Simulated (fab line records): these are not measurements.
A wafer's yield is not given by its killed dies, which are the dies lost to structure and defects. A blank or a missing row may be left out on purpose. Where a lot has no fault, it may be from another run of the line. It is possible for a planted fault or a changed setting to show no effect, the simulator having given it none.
A lot that was struck, set against a sound lot | flow n5 finfet | 37 out of 1938 route steps
Sound: the wafers L359.1, L359.2, L359.6. Wafers L356.1, L356.2, L356.6 were the ones struck. The cause comes at the end.
Each step with rows lists, per side, the tool, then ch with its chambers, then its first start. Under that, the readings that differ: sound wafers | struck wafers | difference of the means | sigmas: that difference in standard deviations of wafers without a fault.
alike: same words and numbers on both sides, and readings whose means sit less than 2 such deviations apart. not compared: any withheld reading, any reading some wafer has no value for, any bound like >300 that may hide the same value, and any number with overlapping values for which the record gives no deviation.
Wherever a step has rows on one side only, a row that says differs or no value, or a row with sigmas, the two part there. Non-overlapping numbers with no deviation appear without sigmas and do not part them. A reading missing from all wafers of one side parts the sides only when that side holds two or more wafers.

first, 9 steps without rows for these wafers: N5_BEOL_M4_ANNEAL_95 (time 240 s); N5_BEOL_M4_SPUTTER_96 (material Cu, target thk 4.5 nm, time 8.29 s); N5_BEOL_M4_ECD_50 (material Cu, target thk 300 nm); N5_BEOL_M4_ANNEAL_51 (time 90 s); N5_BEOL_M4_CMP_52 (polishes, stops on SiOC, t overpolish 6.8 s, target thk 40 nm); N5_BEOL_M4_PRE_CLEAN_60 (time 15 s); N5_BEOL_M4_CO_CAP_55 (material Co, precursor CCTBA/H2, target thk 2 nm, time 102.1 s); N5_BEOL_M4_PRE_CLEAN_56 (time 15 s); N5_BEOL_M4_DEP_57 (deposits SiCN from 3MS/NH3, target thk 8 nm, time 14 s).
N5_BEOL_M4_RC_MEAS_101:
  sound on prober-02 ch 0, day 11 23:47; struck on prober-02 ch 0, day 11 06:42
  alike: DIBL_N, DIBL_P, IOFF_N, IOFF_P, ION_N, ION_P, SS_N, SS_P, VT_N, VT_P
then, 24 steps without rows for these wafers: N5_BEOL_M5_ILD_DEP_00 (deposits SiCOH lowk from DEMS/porogen, target thk 140.64 nm, time 25.9 s); N5_BEOL_M5_CURE_79 (cures SiCOH lowk, time 240 s); N5_BEOL_M5_PECVD_70 (deposits SiO2 from TEOS/O2, target thk 16 nm, time 18 s); N5_BEOL_M5_HM_DEP_02 (deposits TiN, target thk 20 nm); N5_BEOL_M5_COAT_59 (time 60 s, resist thk 60 nm); N5_BEOL_M5_COAT_60 (time 60 s, resist thk 12 nm); N5_BEOL_M5_COAT_71 (time 60 s, resist thk 5 nm); N5_BEOL_M5_COAT_05 (resist thk 30 nm); N5_BEOL_M5_EBR_07; N5_BEOL_M5_SOFTBAKE_06 (time 60 s); N5_BEOL_M5_EXPOSE_08 (exposes mask M5, target cd 28 nm); N5_BEOL_M5_PEB_09 (peb time 60 s); N5_BEOL_M5_DEVELOP_10 (develop time 30 s); N5_BEOL_M5_DESCUM_16 (chemistry O2, time 7 s); N5_BEOL_M5_ETCH_72 (etches underlayer in N2/H2, target depth 6.5 nm, time 5.2 s); N5_BEOL_M5_ETCH_61 (etches SiARC in CF4, target depth 15.6 nm, time 26 s); N5_BEOL_M5_ETCH_62 (etches SOC in N2/H2, target depth 75 nm, overetch 15 nm, time 112.5 s); N5_BEOL_M5_STRIP_63 (strips in N2/H2); N5_BEOL_M5_STRIP_73 (strips in N2/H2); N5_BEOL_M5_STRIP_64 (strips in CF4); N5_BEOL_M5_HM_OPEN_17 (chemistry Cl2/BCl3, target TiN, target depth 20 nm, overetch 6 nm); N5_BEOL_M5_STRIP_19 (strips in O2); N5_BEOL_M5_COAT_65 (time 60 s, resist thk 60 nm); N5_BEOL_M5_COAT_66 (time 60 s, resist thk 12 nm).
N5_BEOL_M6_ETCH_65: etches SiARC in CF4, target depth 15.6 nm, time 26 s.
  sound on rie diel-05 ch 0,2, day 12 17:07; struck on rie diel-04 ch 0,2, day 11 22:40
  no value came back on the struck wafers for any of 9 readings (bias w (W), cf4 flow sccm (sccm) and others); on the sound wafers bias w (W) reads 35.90 36.07 35.99
  not compared: rf hours counter h
N5_BEOL_M6_ETCH_66: etches SOC in N2/H2, target depth 80 nm, overetch 16 nm, time 120 s.
  sound on rie diel-05 ch 0,2, day 12 17:09; struck on rie diel-04 ch 0,2, day 11 22:41
  reading               | sound             | struck            | difference | sigmas
  bias w (W)            | 149.5 149.6 149.3 | 150.6 150.2 150.2 | +0.9       | +2
  oes product au (a.u.) | 0.56 0.64 0.63    | 0.26 0.30 0.26    | -0.34      | -6
  alike: chamber pressure mTorr, drypump motor current A, rf vpp V, showerhead plenum p Torr, throttle valve pct
  not compared: rf hours counter h
-- here the record skips 4 days between the struck wafers' starts before and after, leaving off in module BEOL_M6 and picking up in module PASSIVATION (first step shown: number 1936 of the route) --
N5_PASSIVATION_PROBE_49:
  the record has rows for the struck wafers here (prober-02, day 15 11:04) and none for the sound ones

== WHERE THEY PART ==
Last at N5_PASSIVATION_PROBE_49 as far as this record goes, first at N5_BEOL_M6_ETCH_65.

WHY: what the simulator had put in
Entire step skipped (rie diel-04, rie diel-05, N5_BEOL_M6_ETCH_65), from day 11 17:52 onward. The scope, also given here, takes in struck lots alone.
